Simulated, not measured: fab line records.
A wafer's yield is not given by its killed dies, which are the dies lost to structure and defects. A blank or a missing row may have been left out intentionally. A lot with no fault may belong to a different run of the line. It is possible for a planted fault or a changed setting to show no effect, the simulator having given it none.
Which tool was responsible? :: flow nand harc :: Sampling: 15 lots, 43 wafers, 5 of 1302 route steps

== WHAT EACH GAUGE READ, for each wafer ==
NHARC_A_ONON_D2_THK_MEAS_27: measures by ellipsometry.
lot: L820
measured: day 13 08:14
on: film metro-01
thk nm (nm): 988 987 990

lot: L821
measured: day 13 19:14
on: film metro-02
thk nm (nm): 985 986 985

lot: L825
measured: day 15 11:32
on: film metro-01
thk nm (nm): 997 671

lot: L826
measured: day 16 08:02
on: film metro-01
thk nm (nm): 1023 702 1025

lot: L828
measured: day 16 13:18
on: film metro-02
thk nm (nm): 683 686

lot: L833
measured: day 17 23:22
on: film metro-01
thk nm (nm): 1002 1003 1002

lot: L832
measured: day 17 23:21
on: film metro-02
thk nm (nm): 1016 1016 1015

lot: L834
measured: day 19 19:08
on: film metro-02
thk nm (nm): 1007 1007 1009

lot: L835
measured: day 19 19:15
on: film metro-01
thk nm (nm): 985 985 987

lot: L836
measured: day 19 19:36
on: film metro-01
thk nm (nm): 999 999 1001

lot: L837
measured: day 20 01:52
on: film metro-02
thk nm (nm): 986 985 984

lot: L838
measured: day 20 07:22
on: film metro-02
thk nm (nm): 994 995 995

lot: L840
measured: day 21 15:25
on: film metro-01
thk nm (nm): 988 988 987

lot: L842
measured: day 22 03:35
on: film metro-02
thk nm (nm): 991 992 990

lot: L843
measured: day 22 12:14
on: film metro-01
thk nm (nm): 1011 1012 1012

== WHICH TOOL RAN EACH LOT (tool, then ch and the chambers of the sampled wafers, then the start) ==
lot: L820
NHARC_A_CHANNEL_FILL_D1_ALD_03: ald sin batch-03 ch 0, day 10 09:31 or earlier
NHARC_A_CHANNEL_FILL_D1_ETCHBACK_20: rie diel-12 ch 0,1,2, day 10 09:31
NHARC_A_CHANNEL_FILL_D1_ALD_25: ald hk-04 ch 0,2,3, day 10 21:24
NHARC_A_ONON_D2_DEP_25: pecvd onon-02 ch 0, day 13 07:44

lot: L821
NHARC_A_CHANNEL_FILL_D1_ALD_03: ald sin batch-02 ch 0, day 10 15:34 or earlier
NHARC_A_CHANNEL_FILL_D1_ETCHBACK_20: rie diel-04 ch 0,1, day 10 15:34
NHARC_A_CHANNEL_FILL_D1_ALD_25: ald hk-01 ch 0,3, day 11 04:38
NHARC_A_ONON_D2_DEP_25: pecvd onon-01 ch 0, day 13 18:50

lot: L825
NHARC_A_CHANNEL_FILL_D1_ALD_03: ald sin batch-01 ch 0, day 12 10:39 or earlier
NHARC_A_CHANNEL_FILL_D1_ETCHBACK_20: rie diel-04 ch 1,3, day 12 10:39
NHARC_A_CHANNEL_FILL_D1_ALD_25: ald hk-02 ch 0,2, day 13 00:10
NHARC_A_ONON_D2_DEP_25: pecvd onon-03 ch 0, day 15 11:05

lot: L826
NHARC_A_CHANNEL_FILL_D1_ALD_03: ald sin batch-01 ch 0, day 13 12:25 or earlier
NHARC_A_CHANNEL_FILL_D1_ETCHBACK_20: rie diel-09 ch 1,2,3, day 13 12:25
NHARC_A_CHANNEL_FILL_D1_ALD_25: ald hk-04 ch 0,1,2, day 14 00:24
NHARC_A_ONON_D2_DEP_25: pecvd onon-03 ch 0, day 16 07:38

lot: L828
NHARC_A_CHANNEL_FILL_D1_ALD_03: ald sin batch-01 ch 0, day 13 18:29 or earlier
NHARC_A_CHANNEL_FILL_D1_ETCHBACK_20: rie diel-09 ch 0,3, day 13 18:29
NHARC_A_CHANNEL_FILL_D1_ALD_25: ald hk-02 ch 1,2, day 14 08:11
NHARC_A_ONON_D2_DEP_25: pecvd onon-03 ch 0, day 16 12:58

lot: L833
NHARC_A_CHANNEL_FILL_D1_ALD_03: ald sin batch-03 ch 0, day 15 01:26 or earlier
NHARC_A_CHANNEL_FILL_D1_ETCHBACK_20: rie diel-12 ch 1,2, day 15 01:26
NHARC_A_CHANNEL_FILL_D1_ALD_25: ald hk-01 ch 1,2, day 15 13:10
NHARC_A_ONON_D2_DEP_25: pecvd onon-01 ch 0, day 17 22:51

lot: L832
NHARC_A_CHANNEL_FILL_D1_ALD_03: ald sin batch-01 ch 0, day 15 05:08 or earlier
NHARC_A_CHANNEL_FILL_D1_ETCHBACK_20: rie diel-09 ch 0,2, day 15 05:08
NHARC_A_CHANNEL_FILL_D1_ALD_25: ald hk-01 ch 0,1,2, day 15 17:17
NHARC_A_ONON_D2_DEP_25: pecvd onon-02 ch 0, day 17 22:50

lot: L834
NHARC_A_CHANNEL_FILL_D1_ALD_03: ald sin batch-02 ch 0, day 16 07:20 or earlier
NHARC_A_CHANNEL_FILL_D1_ETCHBACK_20: rie diel-04 ch 0,2,3, day 16 07:20
NHARC_A_CHANNEL_FILL_D1_ALD_25: ald hk-01 ch 0,2,3, day 16 21:08
NHARC_A_ONON_D2_DEP_25: pecvd onon-03 ch 0, day 19 18:47

lot: L835
NHARC_A_CHANNEL_FILL_D1_ALD_03: ald sin batch-02 ch 0, day 16 11:54 or earlier
NHARC_A_CHANNEL_FILL_D1_ETCHBACK_20: rie diel-09 ch 0,2, day 16 11:54
NHARC_A_CHANNEL_FILL_D1_ALD_25: ald hk-02 ch 0,2, day 16 23:49
NHARC_A_ONON_D2_DEP_25: pecvd onon-02 ch 0, day 19 18:52

lot: L836
NHARC_A_CHANNEL_FILL_D1_ALD_03: ald sin batch-01 ch 0, day 16 17:16 or earlier
NHARC_A_CHANNEL_FILL_D1_ETCHBACK_20: rie diel-12 ch 1,2,3, day 16 17:16
NHARC_A_CHANNEL_FILL_D1_ALD_25: ald hk-02 ch 0,2,3, day 17 05:48
NHARC_A_ONON_D2_DEP_25: pecvd onon-02 ch 0, day 19 19:05

lot: L837
NHARC_A_CHANNEL_FILL_D1_ALD_03: ald sin batch-02 ch 0, day 16 20:24 or earlier
NHARC_A_CHANNEL_FILL_D1_ETCHBACK_20: rie diel-09 ch 0,1,3, day 16 20:24
NHARC_A_CHANNEL_FILL_D1_ALD_25: ald hk-04 ch 1,2,3, day 17 09:23
NHARC_A_ONON_D2_DEP_25: pecvd onon-02 ch 0, day 20 01:20

lot: L838
NHARC_A_CHANNEL_FILL_D1_ALD_03: ald sin batch-03 ch 0, day 17 04:52 or earlier
NHARC_A_CHANNEL_FILL_D1_ETCHBACK_20: rie diel-09 ch 1,2, day 17 04:52
NHARC_A_CHANNEL_FILL_D1_ALD_25: ald hk-04 ch 0,3, day 17 17:17
NHARC_A_ONON_D2_DEP_25: pecvd onon-02 ch 0, day 20 06:50

lot: L840
NHARC_A_CHANNEL_FILL_D1_ALD_03: ald sin batch-02 ch 0, day 18 13:46 or earlier
NHARC_A_CHANNEL_FILL_D1_ETCHBACK_20: rie diel-12 ch 0,2,3, day 18 13:46
NHARC_A_CHANNEL_FILL_D1_ALD_25: ald hk-01 ch 0,1,2, day 19 05:59
NHARC_A_ONON_D2_DEP_25: pecvd onon-01 ch 0, day 21 14:58

lot: L842
NHARC_A_CHANNEL_FILL_D1_ALD_03: ald sin batch-02 ch 0, day 19 02:41 or earlier
NHARC_A_CHANNEL_FILL_D1_ETCHBACK_20: rie diel-09 ch 0,1,3, day 19 02:41
NHARC_A_CHANNEL_FILL_D1_ALD_25: ald hk-02 ch 0,1, day 19 14:29
NHARC_A_ONON_D2_DEP_25: pecvd onon-02 ch 0, day 22 03:08

lot: L843
NHARC_A_CHANNEL_FILL_D1_ALD_03: ald sin batch-02 ch 0, day 19 06:01 or earlier
NHARC_A_CHANNEL_FILL_D1_ETCHBACK_20: rie diel-04 ch 0,2,3, day 19 06:01
NHARC_A_CHANNEL_FILL_D1_ALD_25: ald hk-04 ch 0,2,3, day 19 17:55
NHARC_A_ONON_D2_DEP_25: pecvd onon-03 ch 0, day 22 11:44
- NHARC_A_CHANNEL_FILL_D1_ALD_03: deposits SiNx, target thk 6 nm, pulse time 60 s, ald cycles 58.
- NHARC_A_CHANNEL_FILL_D1_ETCHBACK_20: etches the open film in C4F8/O2/Ar, target depth 27 nm, time 13.5 s.
- NHARC_A_CHANNEL_FILL_D1_ALD_25: deposits SiOx, target thk 60 nm, pulse time 10 s, ald cycles 600.
- NHARC_A_ONON_D2_DEP_25: target thk 1000 nm.

== AS READ BY THE TOOLS THEMSELVES (means over the sampled wafers that have a number; for cases with no such wafer, the mark the record gives instead) ==
NHARC_A_CHANNEL_FILL_D1_ALD_03.
lot: L820
tool: ald sin batch-03
precursor pulse height rel: 1.010

lot: L821
tool: ald sin batch-02
precursor pulse height rel: 1.002

lot: L825
tool: ald sin batch-01
precursor pulse height rel: 1.001

lot: L826
tool: ald sin batch-01
precursor pulse height rel: 1.006

lot: L828
tool: ald sin batch-01
precursor pulse height rel: 1.014

lot: L833
tool: ald sin batch-03
precursor pulse height rel: 1.000

lot: L832
tool: ald sin batch-01
precursor pulse height rel: 0.980

lot: L834
tool: ald sin batch-02
precursor pulse height rel: 0.998

lot: L835
tool: ald sin batch-02
precursor pulse height rel: 0.992

lot: L836
tool: ald sin batch-01
precursor pulse height rel: 1.005

lot: L837
tool: ald sin batch-02
precursor pulse height rel: 0.995

lot: L838
tool: ald sin batch-03
precursor pulse height rel: 0.984

lot: L840
tool: ald sin batch-02
precursor pulse height rel: 0.985

lot: L842
tool: ald sin batch-02
precursor pulse height rel: 1.014

lot: L843
tool: ald sin batch-02
precursor pulse height rel: 0.993

NHARC_A_CHANNEL_FILL_D1_ETCHBACK_20.
lot: L820
tool: rie diel-12
oes product au (a.u.): 0.97
rf vpp V (V): 977

lot: L821
tool: rie diel-04
oes product au (a.u.): 0.99
rf vpp V (V): 976

lot: L825
tool: rie diel-04
oes product au (a.u.): 0.93
rf vpp V (V): 979

lot: L826
tool: rie diel-09
oes product au (a.u.): 0.93
rf vpp V (V): 982

lot: L828
tool: rie diel-09
oes product au (a.u.): 0.94
rf vpp V (V): 977

lot: L833
tool: rie diel-12
oes product au (a.u.): 0.99
rf vpp V (V): 976

lot: L832
tool: rie diel-09
oes product au (a.u.): 0.99
rf vpp V (V): 982

lot: L834
tool: rie diel-04
oes product au (a.u.): 1.00
rf vpp V (V): 976

lot: L835
tool: rie diel-09
oes product au (a.u.): 1.00
rf vpp V (V): 982

lot: L836
tool: rie diel-12
oes product au (a.u.): 0.93
rf vpp V (V): 977

lot: L837
tool: rie diel-09
oes product au (a.u.): 0.94
rf vpp V (V): 980

lot: L838
tool: rie diel-09
oes product au (a.u.): 1.00
rf vpp V (V): 985

lot: L840
tool: rie diel-12
oes product au (a.u.): 1.00
rf vpp V (V): 977

lot: L842
tool: rie diel-09
oes product au (a.u.): 0.93
rf vpp V (V): 981

lot: L843
tool: rie diel-04
oes product au (a.u.): 0.92
rf vpp V (V): 976

NHARC_A_CHANNEL_FILL_D1_ALD_25.
lot: L820
tool: ald hk-04
heater power w (W): 483
precursor pulse height rel: 0.988

lot: L821
tool: ald hk-01
heater power w (W): 497
precursor pulse height rel: 1.004

lot: L825
tool: ald hk-02
heater power w (W): 471
precursor pulse height rel: 0.984

lot: L826
tool: ald hk-04
heater power w (W): 458
precursor pulse height rel: 0.991

lot: L828
tool: ald hk-02
heater power w (W): 486
precursor pulse height rel: 1.000

lot: L833
tool: ald hk-01
heater power w (W): 465
precursor pulse height rel: 0.993

lot: L832
tool: ald hk-01
heater power w (W): 475
precursor pulse height rel: 1.003

lot: L834
tool: ald hk-01
heater power w (W): 488
precursor pulse height rel: 1.006

lot: L835
tool: ald hk-02
heater power w (W): 441
precursor pulse height rel: 1.002

lot: L836
tool: ald hk-02
heater power w (W): 491
precursor pulse height rel: 1.006

lot: L837
tool: ald hk-04
heater power w (W): 477
precursor pulse height rel: 1.006

lot: L838
tool: ald hk-04
heater power w (W): 454
precursor pulse height rel: 1.006

lot: L840
tool: ald hk-01
heater power w (W): 489
precursor pulse height rel: 0.997

lot: L842
tool: ald hk-02
heater power w (W): 428
precursor pulse height rel: 0.992

lot: L843
tool: ald hk-04
heater power w (W): 462
precursor pulse height rel: 0.989

== THE ANSWER, worked out from the rows above alone ==
Rule: what is usual is taken from the lots themselves. The widest of any qualifying gaps counts: lots, ordered by their means at a reading, are off when they make up no more than a third of the lots, leave a main group of 4 or more, and stand apart from it by 3 or more times the standard deviation of that group's means. Not used: any main group whose means are identical at the precision the tables above print for the reading. A lot without any number at a reading at which 4 lots or more have one is off too. Any other lot the step has rows for is counted as sound. After the gauges, taken in route order, come the tools' own readings; for these a lot's mean is taken, as printed above. The first step at which some lot is off is used, and at that step the reading that is off furthest; a lot without a number counts as furthest.
Off, at NHARC_A_ONON_D2_THK_MEAS_27 on thk nm: L825, L826, L828. Mean 996 nm and standard deviation 10 in the main group.
If a tool, at a process step before that reading, ran all the lots that are off and no sound lot after the first of them, it fits. Those tools and the gauges at NHARC_A_ONON_D2_THK_MEAS_27 are tried in the same way. Because NHARC_A_CHANNEL_FILL_D1_ALD_03 lacks a start for some lots, the hours and order of its lots are taken from NHARC_A_CHANNEL_FILL_D1_ETCHBACK_20. Of those tried, none fits.

== WHAT THE SIMULATOR PUT IN ==
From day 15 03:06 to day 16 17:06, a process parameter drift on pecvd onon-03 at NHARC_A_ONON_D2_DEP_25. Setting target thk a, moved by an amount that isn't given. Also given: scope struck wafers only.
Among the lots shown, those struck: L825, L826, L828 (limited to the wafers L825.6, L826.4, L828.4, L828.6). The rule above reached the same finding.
